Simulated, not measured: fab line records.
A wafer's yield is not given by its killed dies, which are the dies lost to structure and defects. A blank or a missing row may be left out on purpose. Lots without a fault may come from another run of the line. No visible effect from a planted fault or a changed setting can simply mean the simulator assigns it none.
fab line records    flow nandHarc
record lots=5  wafers=15  lastDay=33
route steps=1302 shown HYBRID_BOND@1238 THIN_TSV@1244 END@1302
lots that met no fault: taken from a fault-free run of the same line
startH: the number of hours between the record's first day and the start of the first shown wafer of the lot    waitH: time in hours since the lot's previous step    " repeats the value in the row above    L1.1+2: a single row standing in for several wafers    - either no value or no given start    * or withheld: withheld    < > ~ a bound
route shown NAME@n: NAME is a module with steps in the file, n the number in the route of the first one    usual: mean and standard deviation over wafers with no fault    same: alike in all rows    chamber/n: place in a boat    sites: the reading at each site    _std_site: standard deviation of those values    _edge_site: outer sites' mean less inner sites'    radiusMm: how far each site lies from the wafer's centre    mask NAME#n: copy n    behind: the last tool/chamber to shape the wafer    hold: cause of the lot's hold/its duration in hours/its outcome    device: the transistor (n, p or np) that didn't switch    end of line: the route-end tests of the same wafers    for a step that has no rows: nothing shown but its recipe    killed: dies that structure and defects cost at the first sort, which is not the same as the wafer's yield    map: per-die view of a wafer (x killed, . not killed, _ where there is no die)
set.NAME: the run value of the setting; set.NAME@STEP: its run value at that earlier step    model.NAME: the simulator's own value behind a step, which no gauge read
lots seen at some steps along the route; tables by step, rows by wafer
services: from which hour (startH, from the record's first day; less than 0 if before it) a tool's chamber was out of use, for how many hours, and why
## steps
# step NHARC_HYBRID_BOND_PRECLEAN_01
# recipe timeS=300  tempC=23  chemistry=DIW
# step NHARC_HYBRID_BOND_SRD_02
# recipe timeS=30  tempC=23  dryTimeS=20  spinRpm=1500
# step NHARC_HYBRID_BOND_BOND_03
# recipe tempC=25
# step NHARC_HYBRID_BOND_ANNEAL_04
# recipe tempC=300  timeS=7200  rampUpCPerMin=5  rampDownCPerMin=3  idleTempC=100  pressureAtm=1
# step NHARC_HYBRID_BOND_OVL_MEAS_05
# usual overlayXNm=-3/31  overlayYNm=3/35
lot.wafer  tool        chamber  startH  waitH  overlayXNm  overlayYNm
L606.1     overlay-02  -        641.48  0.4    -27         -4
L606.2     "           -        "       "      17          -61
L606.5     "           -        "       "      23          -16
L608.1     overlay-01  -        650.00  0.4    27          -4
L608.3     "           -        "       "      23          53
L608.6     "           -        "       "      21          3
L615.1     overlay-02  -        711.04  0.4    -77         8
L615.4     "           -        "       "      -31         -9
L615.5     "           -        "       "      -4          -6
L618.3     overlay-02  -        755.73  0.4    8           -24
L618.5     "           -        "       "      13          15
L618.6     "           -        "       "      -20         -67
L620.1     overlay-01  -        772.48  0.4    -12         8
L620.3     "           -        "       "      3           -17
L620.6     "           -        "       "      -24         5
# step NHARC_HYBRID_BOND_INSPECT_06
# recipe inspectInstrument=irVoid
# usual rawDefectCount=89/35
lot.wafer  tool              chamber  startH  waitH  rawDefectCount
L606.1     defectInspect-01  -        641.54  0.0    163
L606.2     "                 -        "       "      132
L606.5     "                 -        "       "      166
L608.1     defectInspect-01  -        650.06  0.1    57
L608.3     "                 -        "       "      71
L608.6     "                 -        "       "      68
L615.1     defectInspect-01  -        711.09  0.0    121
L615.4     "                 -        "       "      114
L615.5     "                 -        "       "      116
L618.3     defectInspect-01  -        755.79  0.1    149
L618.5     "                 -        "       "      136
L618.6     "                 -        "       "      135
L620.1     defectInspect-02  -        772.53  0.0    91
L620.3     "                 -        "       "      97
L620.6     "                 -        "       "      94
# step NHARC_THIN_TSV_GRIND_00
# recipe targetThkUm=6
# step NHARC_THIN_TSV_CMP_01
# recipe targetThkUm=3
# usual motorCurrentA=11.3/1
lot.wafer  tool    chamber  startH  waitH  motorCurrentA
L606.2     cmp-01  3        642.91  0.8    9.8
L606.1     "       2        "       "      12.4
L606.5     "       3        "       "      9.7
L608.3     cmp-02  1        653.80  0.6    11.8
L608.1     "       3        "       "      9.9
L608.6     "       1        "       "      11.8
L615.4     cmp-01  2        712.44  0.4    12.9
L615.1     "       1        "       "      12.7
L615.5     "       3        "       "      9.8
L618.3     cmp-03  3        757.23  0.7    11.1
L618.6     "       0        "       "      11.4
L618.5     "       1        "       "      10.6
L620.1     cmp-03  0        773.92  1.0    11.2
L620.3     "       2        "       "      12.8
L620.6     "       3        "       "      11.9
# step NHARC_THIN_TSV_THK_MEAS_02
# recipe thkMeasGauge=ir
# usual thkNm=3039/220
lot.wafer  tool          chamber  startH  waitH  thkNm
L606.1     filmMetro-02  -        643.17  -      2943
L606.2     "             -        "       "      2919
L606.5     "             -        "       "      2610
L608.1     filmMetro-02  -        654.06  -      3036
L608.3     "             -        "       "      2659
L608.6     "             -        "       "      2660
L615.1     filmMetro-01  -        712.70  -      2987
L615.4     "             -        "       "      3058
L615.5     "             -        "       "      3225
L618.3     filmMetro-02  -        757.42  -      3577
L618.5     "             -        "       "      3267
L618.6     "             -        "       "      3312
L620.1     filmMetro-01  -        774.16  -      2942
L620.3     "             -        "       "      2948
L620.6     "             -        "       "      3098
# step NHARC_THIN_TSV_SRD_03
# step NHARC_THIN_TSV_PRECLEAN_41
# recipe timeS=*  tempC=50  bathAgeMin=0  chemistry=SC1
# step NHARC_THIN_TSV_SRD_42
# step NHARC_THIN_TSV_DEP_43
# recipe targetThkA=13285  tempC=withheld  pressureTorr=6.5  rfW=900  teosFlowSccm=161.4  flowSccm=2650  targetThkNm=1328.5  gas=O2  material=SiO2
# usual flowSccm=2650/8.3  mfcPrecursorSccm=161.4/0.52  rfFwdPowerW=898.4/2.7  throttleValvePct=16.2/0.44
lot.wafer  tool      chamber  startH  waitH  flowSccm  mfcPrecursorSccm  rfFwdPowerW  throttleValvePct
L606.1     pecvd-01  2        643.40  -      2630      160.9             901.5        16.3
L606.2     "         1        "       "      2636      161.1             894.3        16.5
L606.5     "         0        "       "      2642      160.4             898.6        16.5
L608.3     pecvd-02  2        654.32  -      2648      161.8             898.3        16.1
L608.1     "         0        "       "      2654      161.3             897.4        17.2
L608.6     "         2        "       "      2641      161.7             893.3        16.2
L615.1     pecvd-02  0        712.97  -      2626      162.0             898.2        17.3
L615.5     "         2        "       "      2656      161.9             899.5        16.5
L615.4     "         1        "       "      2652      161.8             900.1        15.5
L618.3     pecvd-01  1        757.70  -      2651      161.7             896.6        16.4
L618.5     "         1        "       "      2644      161.5             895.0        16.1
L618.6     "         2        "       "      2655      161.3             897.2        16.4
L620.1     pecvd-04  0        774.43  -      2640      161.5             900.5        15.9
L620.3     "         1        "       "      2652      161.4             898.7        16.3
L620.6     "         2        "       "      2652      162.0             900.6        16.1
# step NHARC_THIN_TSV_DEHYDRATE_04
# recipe tempC=150  timeS=120
# step NHARC_THIN_TSV_HMDS_05
# recipe timeS=30
# step NHARC_THIN_TSV_COAT_06
# recipe spinRpm=*
# step NHARC_THIN_TSV_SOFTBAKE_07
# recipe tempC=122  timeS=95
# step NHARC_THIN_TSV_EBR_08
# step NHARC_THIN_TSV_EXPOSE_09
# recipe na=0.55  doseMj=30.7  maskId=TSV
# step NHARC_THIN_TSV_PEB_10
# recipe pebTempC=118  pebTimeS=85
# step NHARC_THIN_TSV_DEVELOP_11
# recipe timeS=70
# step NHARC_THIN_TSV_CD_MEAS_12
# recipe targetCdNm=1000  landingEnergyEv=500
# usual cdNm=999.6/1.8
lot.wafer  tool      chamber  startH  waitH  cdNm
L606.1     cdSem-03  0        644.23  -      1000.8
L606.2     "         0        "       "      1003.0
L606.5     "         0        "       "      999.7
L608.1     cdSem-03  0        655.11  -      1001.6
L608.3     "         0        "       "      1002.4
L608.6     "         0        "       "      1000.3
L615.1     cdSem-01  0        713.75  -      999.9
L615.4     "         0        "       "      998.2
L615.5     "         0        "       "      999.2
L618.3     cdSem-01  0        758.51  -      999.5
L618.5     "         0        "       "      1001.3
L618.6     "         0        "       "      997.0
L620.1     cdSem-01  0        775.22  -      998.1
L620.3     "         0        "       "      997.6
L620.6     "         0        "       "      999.3
# step NHARC_THIN_TSV_HARDBAKE_13
# recipe tempC=125  timeS=80
# step NHARC_THIN_TSV_DESCUM_14
# recipe timeS=3  o2FlowSccm=200  arFlowSccm=0  biasPowerW=0  chemistry=O2
# usual chamberPressureMTorr=60.00/0.054  drypumpMotorCurrentA=5.8/0.42  oesProductAu=1.001/0.01  rfVppV=57.4/0.84  showerheadPlenumPTorr=1.82/0.051  throttleValvePct=11.311/0.0096
lot.wafer  tool        chamber  startH  waitH  chamberPressureMTorr  drypumpMotorCurrentA  oesProductAu  rfHoursCounterH  rfVppV  showerheadPlenumPTorr  throttleValvePct
L606.2     rieDiel-03  1        644.38  -      59.94                 4.8                   1.011         0                57.8    1.83                   11.297
L606.1     "           3        "       "      60.02                 6.6                   1.008         0                58.0    1.88                   11.313
L606.5     "           1        "       "      60.01                 4.8                   1.006         -                56.9    1.83                   11.319
L608.3     rieDiel-01  0        655.27  -      59.95                 5.9                   0.991         3.8              57.5    1.88                   11.308
L608.1     "           3        "       "      60.01                 6.0                   1.006         4.7              58.2    1.80                   11.316
L608.6     "           0        "       "      60.05                 6.0                   0.994         -                59.1    1.88                   11.307
L615.1     rieDiel-03  0        713.92  -      59.98                 5.2                   1.003         3.1              57.8    1.82                   11.326
L615.4     "           2        "       "      59.96                 5.7                   1.023         2.2              55.9    1.79                   11.321
L615.5     "           3        "       "      59.89                 6.6                   1.010         -                58.2    1.88                   11.319
L618.3     rieDiel-01  1        758.68  -      60.06                 5.9                   0.995         0.8              57.4    1.78                   11.312
L618.5     "           3        "       "      59.99                 6.0                   0.998         -                58.7    1.79                   11.311
L618.6     "           0        "       "      59.99                 6.0                   0.994         -                56.7    1.88                   11.314
L620.1     rieDiel-04  2        775.38  -      60.00                 5.8                   0.997         4.0              59.0    1.79                   11.313
L620.3     "           1        "       "      59.98                 6.6                   1.002         3.5              57.7    1.77                   11.294
L620.6     "           2        "       "      60.01                 5.8                   0.989         -                58.0    1.79                   11.337
# step NHARC_THIN_TSV_ETCH_44
# recipe targetDepthA=15942  timeS=797.1  cf4FlowSccm=150  o2FlowSccm=10  arFlowSccm=0  rfW=300  biasW=800  chemistry=CF4/O2
# step NHARC_THIN_TSV_ETCH_15
# recipe targetDepthA=30000  boschTargetOveretchCycles=2  boschEtchStepS=2.8  boschDepStepS=1.2  boschCycles=14
# step NHARC_THIN_TSV_CD_MEAS_16
# usual cdNm=999.5/1.9
lot.wafer  tool      chamber  startH  waitH  cdNm
L606.1     cdSem-01  -        645.19  0.1    1001.2
L606.2     "         -        "       "      1001.6
L606.5     "         -        "       "      999.0
L608.1     cdSem-01  -        656.29  0.1    999.6
L608.3     "         -        "       "      1002.7
L608.6     "         -        "       "      999.4
L615.1     cdSem-02  -        714.70  0.1    1000.7
L615.4     "         -        "       "      997.9
L615.5     "         -        "       "      998.6
L618.3     cdSem-01  -        759.48  0.1    999.0
L618.5     "         -        "       "      1000.7
L618.6     "         -        "       "      996.7
L620.1     cdSem-03  -        776.18  0.1    999.1
L620.3     "         -        "       "      997.1
L620.6     "         -        "       "      998.6
# step NHARC_THIN_TSV_STRIP_45
# recipe powerW=1500  tempC=250  chemistry=O2
# step NHARC_THIN_TSV_STRIP_46
# recipe timeS=1200  tempC=72.5  chemistry=postEtchResidueRemover
# step NHARC_THIN_TSV_DEP_47
# recipe targetThkA=2000  tempC=withheld  pressureTorr=6.5  rfW=900  teosFlowSccm=161.4  flowSccm=2650  targetThkNm=200  gas=O2  material=SiO2
# usual flowSccm=2649/7.4  mfcPrecursorSccm=161.3/0.52  rfFwdPowerW=898.2/2.9  throttleValvePct=16.3/0.47
lot.wafer  tool      chamber  startH  waitH  flowSccm  mfcPrecursorSccm  rfFwdPowerW  throttleValvePct
L606.2     pecvd-04  1        646.06  -      2640      161.2             899.4        16.0
L606.1     "         0        "       "      2648      161.5             897.0        15.6
L606.5     "         0        "       "      2653      161.8             898.3        15.9
L608.3     pecvd-01  2        657.18  -      2657      161.4             901.1        16.3
L608.1     "         0        "       "      2652      161.3             897.9        16.5
L608.6     "         2        "       "      2655      160.6             899.0        16.7
L615.1     pecvd-02  0        715.64  -      2652      161.9             900.2        17.2
L615.5     "         0        "       "      2656      161.3             895.7        17.4
L615.4     "         1        "       "      2645      162.3             901.1        15.6
L618.3     pecvd-02  1        760.35  -      2641      162.0             897.5        15.9
L618.5     "         2        "       "      2645      160.9             901.3        16.7
L618.6     "         0        "       "      2643      162.0             900.2        17.3
L620.3     pecvd-01  0        777.10  -      2641      162.3             899.4        16.4
L620.1     "         1        "       "      2634      160.7             894.2        16.4
L620.6     "         1        "       "      2638      161.0             898.8        16.2
# step NHARC_THIN_TSV_ETCHBACK_48
# recipe targetDepthA=10285  overEtchFrac=0.3  timeS=405.17  ionEnergyEv=250  c4f8FlowSccm=withheld  arFlowSccm=withheld  rfW=600  biasW=300  chemistry=C4F8/Ar
# step NHARC_THIN_TSV_STRIP_62
# recipe powerW=1500  tempC=250  timeS=20  chemistry=N2/H2
# step NHARC_THIN_TSV_DEGAS_49
# recipe tempC=300  timeS=120
# step NHARC_THIN_TSV_PRE_CLEAN_50
# recipe timeS=30  tempC=280  gas=H2/He
# step NHARC_THIN_TSV_PVD_19
# recipe targetThkA=200  chamberPressurePa=5  material=TaN
# usual throttleValvePct=29.8/1.1
lot.wafer  tool           chamber  startH  waitH  throttleValvePct
L606.2     pvdSputter-03  -        -       -      29.1
L606.1     "              -        "       "      29.9
L606.5     "              -        "       "      30.0
L608.1     pvdSputter-03  -        -       -      29.5
L608.3     "              -        "       "      29.6
L608.6     "              -        "       "      28.9
L615.4     pvdSputter-01  -        -       -      28.1
L615.1     "              -        "       "      28.2
L615.5     "              -        "       "      27.9
L618.3     pvdSputter-02  -        -       -      32.3
L618.5     "              -        "       "      32.3
L618.6     "              -        "       "      31.6
L620.1     pvdSputter-03  -        -       -      28.7
L620.3     "              -        "       "      29.9
L620.6     "              -        "       "      28.7
# step NHARC_THIN_TSV_PVD_51
# recipe targetThkA=1000  chamberPressurePa=5  material=Cu
# step NHARC_THIN_TSV_ECD_20
# recipe targetThkA=20000  material=Cu
# step NHARC_THIN_TSV_ANNEAL_52
# recipe tempC=225  timeS=90
# step NHARC_THIN_TSV_CMP_21
# recipe tOverpolishS=30  targetThkNm=2000
# usual motorCurrentA=11.3/1.1  overpolishRunS=29.999/0.0092
lot.wafer  tool    chamber  startH  waitH  motorCurrentA  overpolishRunS
L606.1     cmp-01  3        648.58  -      9.8            29.987
L606.2     "       0        "       "      13.2           29.986
L606.5     "       1        "       "      12.6           30.005
L608.3     cmp-02  0        659.72  -      9.9            30.004
L608.1     "       1        "       "      11.9           29.996
L608.6     "       0        "       "      9.4            29.993
L615.1     cmp-02  0        718.13  -      10.0           30.013
L615.4     "       1        "       "      12.3           29.996
L615.5     "       3        "       "      10.5           29.993
L618.3     cmp-01  3        763.27  -      9.4            30.004
L618.6     "       2        "       "      12.5           29.991
L618.5     "       3        "       "      9.6            29.998
L620.1     cmp-01  0        779.84  -      13.6           29.993
L620.3     "       1        "       "      12.4           29.999
L620.6     "       3        "       "      9.6            29.973
# step NHARC_THIN_TSV_SRD_23
# step NHARC_THIN_TSV_DEGAS_53
# recipe tempC=300  timeS=60
# step NHARC_END_SORT_01
# recipe tempC=25
# usual defectLimitedYield=90.6/2.6  killedAtArray=58/18  killedAtOther=1.0/1.5  killedAtPeriphery=4/3.1  killedDies=64/18  killedOpen=3.4/1.9  killedShort=2.7/1.7
# same grossDies=677
lot.wafer  tool       chamber  startH  waitH  defectLimitedYield[%]  killedAtArray  killedAtOther  killedAtPeriphery  killedDies  killedOpen  killedShort
L606.1     prober-01  0        662.41  2.5    84.9                   90             3              9                  102         3           0
L606.2     prober-01  0        663.22  2.8    88.0                   67             7              7                  81          3           2
L606.5     prober-01  0        665.65  3.7    85.7                   80             3              14                 97          1           2
L608.1     prober-01  0        670.52  2.5    92.2                   41             2              10                 53          2           4
L608.3     prober-01  0        672.12  3.1    91.6                   48             2              7                  57          8           3
L608.6     prober-01  0        674.53  4.0    91.4                   51             1              6                  58          3           5
L615.1     prober-02  0        728.92  2.5    75.9                   70             91             2                  163         0           1
L620.1     prober-01  0        790.40  2.5    91.9                   53             0              2                  55          1           3
L620.3     prober-01  0        791.99  3.1    91.9                   55             0              0                  55          2           1
L620.6     prober-01  0        794.39  4.0    91.0                   60             0              1                  61          1           1
# killed by level:class
L606.1 A_CHANNEL_HOLE_D1:chamberFilmFlake=39 A_SLIT:chamberFilmFlake=28 A_CHANNEL_HOLE_D2:chamberFilmFlake=13 P_CONTACT:chamberFilmFlake=7 A_DECK1_JOINT:chamberFilmFlake=3 THIN_TSV:chamberFilmFlake=3 A_CONTACT:chamberFilmFlake=2 P_M0:geometricParticle:open=1
L606.2 A_SLIT:chamberFilmFlake=27 A_CHANNEL_HOLE_D1:chamberFilmFlake=20 A_CHANNEL_HOLE_D2:chamberFilmFlake=8 THIN_TSV:chamberFilmFlake=7 P_M2:chamberFilmFlake=3 A_SGD_CUT:chamberFilmFlake=3 A_DECK1_JOINT:chamberFilmFlake=2 A_CONTACT:chamberFilmFlake=2
L606.5 A_CHANNEL_HOLE_D1:chamberFilmFlake=31 A_SLIT:chamberFilmFlake=26 A_CHANNEL_HOLE_D2:chamberFilmFlake=14 P_CONTACT:chamberFilmFlake=12 A_CONTACT:chamberFilmFlake=5 THIN_TSV:chamberFilmFlake=3 A_M1:chamberFilmFlake=2 P_M0:geometricParticle:open=1
L608.1 A_CHANNEL_HOLE_D1:chamberFilmFlake=28 P_BONDPAD:chamberFilmFlake=4 A_DECK1_JOINT:chamberFilmFlake=3 A_SOURCE_PLATE:geometricParticle:short=2 P_M0:chamberFilmFlake=2 P_M2:chamberFilmFlake=2 A_WL_FILL:chamberFilmFlake=2 A_CONTACT:chamberFilmFlake=2
L608.3 A_CHANNEL_HOLE_D1:chamberFilmFlake=31 A_M0:geometricParticle:open=2 P_ZERO_WELL:chamberFilmFlake=2 P_BONDPAD:chamberFilmFlake=2 A_SLIT:chamberFilmFlake=2 A_WL_FILL:chamberFilmFlake=2 A_CONTACT:chamberFilmFlake=2 P_CONTACT:geometricParticle:open=1
L608.6 A_CHANNEL_HOLE_D1:chamberFilmFlake=35 A_STAIRCASE:chamberFilmFlake=3 A_SLIT:chamberFilmFlake=3 A_CONTACT:chamberFilmFlake=3 P_CONTACT:geometricParticle:open=2 P_CONTACT:geometricParticle:short=2 A_WL_FILL:chamberFilmFlake=2 A_SOURCE_PLATE:geometricParticle:short=1
L615.1 THIN_TSV:unspecified=90 A_SLIT:chamberFilmFlake=29 A_CHANNEL_HOLE_D2:chamberFilmFlake=20 A_CONTACT:chamberFilmFlake=7 A_STAIRCASE:chamberFilmFlake=6 A_CHANNEL_HOLE_D1:chamberFilmFlake=4 A_CHANNEL_FILL_D1:chamberFilmFlake=3 A_CHANNEL_FILL_D1:geometricParticle:short=1
L620.1 A_SLIT:chamberFilmFlake=24 A_CHANNEL_HOLE_D2:chamberFilmFlake=19 A_CHANNEL_FILL_D1:chamberFilmFlake=3 P_GATE:chamberFilmFlake=2 A_CONTACT:chamberFilmFlake=2 A_ONON_D1:geometricParticle:open=1 A_CHANNEL_HOLE_D2:geometricParticle:short=1 A_CHANNEL_FILL_D2:geometricParticle:short=1
L620.3 A_SLIT:chamberFilmFlake=28 A_CHANNEL_HOLE_D2:chamberFilmFlake=16 A_STAIRCASE:chamberFilmFlake=2 A_CONTACT:chamberFilmFlake=2 A_CHANNEL_FILL_D1:geometricParticle:open=1 A_ONON_D2:geometricParticle:open=1 A_M1:geometricParticle:short=1 A_ZERO_WELL:chamberFilmFlake=1
L620.6 A_SLIT:chamberFilmFlake=36 A_CHANNEL_HOLE_D2:chamberFilmFlake=18 A_ONON_D1:geometricParticle:short=1 A_CHANNEL_FILL_D2:geometricParticle:open=1 P_ZERO_WELL:chamberFilmFlake=1 A_CHANNEL_HOLE_D1:chamberFilmFlake=1 A_STAIRCASE:chamberFilmFlake=1 A_CONTACT:chamberFilmFlake=1
# map L615.1 (x killed, . not)
____________.____________
_________......._________
_______..........._______
______.............______
_____..............._____
____.................____
____.................____
___...................___
___...................___
__.....................__
__.................x...__
_..............xx..x...._
_.................x.x..._
_.........x..x.xxx.xxx.x_
_.............xxxxxxx..._
_.............xxxxxxx..._
.............xxxxxxxxx...
.....x.......xxxxxxxx....
..........x.xxxxxxxxx....
.............xxxxxxxx....
............xxxxxxxxx....
_.......xxxxxxxxxxxxxx.._
_.......xx.xxxxxxxxx...._
_......xxxxx.x.xxxx....._
_..x...x.xxx..xxxx......_
_.......xxxxx....xx....._
__....xxxxxx...........__
__....xxxxxxx.....x....__
___...xxxxxx........x.___
___....xxxxx..........___
____...xxx.......x...____
____....xx.x.......x.____
_____x....x......x.._____
______....x........______
_______..........._______
_________......._________
____________.____________
# map L608.6 (x killed, . not)
____________x____________
_________......._________
_______..........._______
______...........x.______
_____........x..x..._____
____..............x..____
____.......x.....xx..____
___..............xx...___
___....x....x.....x.x.___
__..............xxx.x..__
__............x.xx.xx..__
_...............xxxxxx.._
_...............xx....x._
_...............xxx.x..._
_...............x.x.x..._
_...xx.......x..xx......_
.........................
.......................xx
x..x.....................
.........................
.........................
_......................._
_......................._
_.........xx............_
_...................x..._
_.xx........xx.........._
__.....................__
__......x..............__
___...................___
___.........x.........___
____.................____
____.......x.........____
_____..............._____
______.............______
_______..........._______
_________......._________
____________.____________
## services
tool           chamber  startH  hours  kind
cmp-02         -        625.94  4.0    pm
pecvd-04       -        631.00  13.0   pm
pecvd-01       -        631.15  0.5    repair
pvdSputter-03  -        632.94  1.4    repair
rieDiel-03     -        635.30  9.0    pm
cmp-01         -        635.40  2.7    repair
rieDiel-01     -        642.54  0.3    repair
cmp-02         -        664.31  10.7   repair
pecvd-02       -        669.94  1.5    repair
pecvd-01       -        673.85  13.0   pm
cmp-01         -        675.61  4.0    pm
cmp-01         -        682.37  0.2    repair
pecvd-02       0        686.03  11.0   repair
pvdSputter-03  -        704.00  10.0   pm
pecvd-02       -        706.56  0.3    repair
pvdSputter-03  -        714.88  5.2    repair
cmp-02         -        723.94  4.0    pm
cmp-01         -        733.35  1.0    repair
pecvd-02       -        737.56  0.8    repair
pvdSputter-03  -        739.24  3.7    repair
pecvd-02       -        741.16  1.3    repair
cmp-02         -        760.11  4.9    repair
pecvd-02       -        770.32  13.0   pm
cmp-01         -        773.61  4.0    pm
## key
firstSign step=NHARC_END_SORT_01  reading=killedAtOther  direction=up  sigmas=59  usual=1.0  struck=91
effect step=NHARC_END_SORT_01  reading=defectLimitedYield  direction=down  sigmas=5.6  usual=90.6  struck=75.9
moreKillsBornAt NHARC_THIN_TSV_DEP_43@pecvd-02=90
metAt NHARC_THIN_TSV_DEP_43
struckWafers L615.1
onsetBetween 654.32 712.97
fault kind=chamberParticleSource  tool=pecvd-02  chamber=0  onsetH=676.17  steps=NHARC_THIN_TSV_DEP_43  ratePerVisitCm2=1.1084  endH=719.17
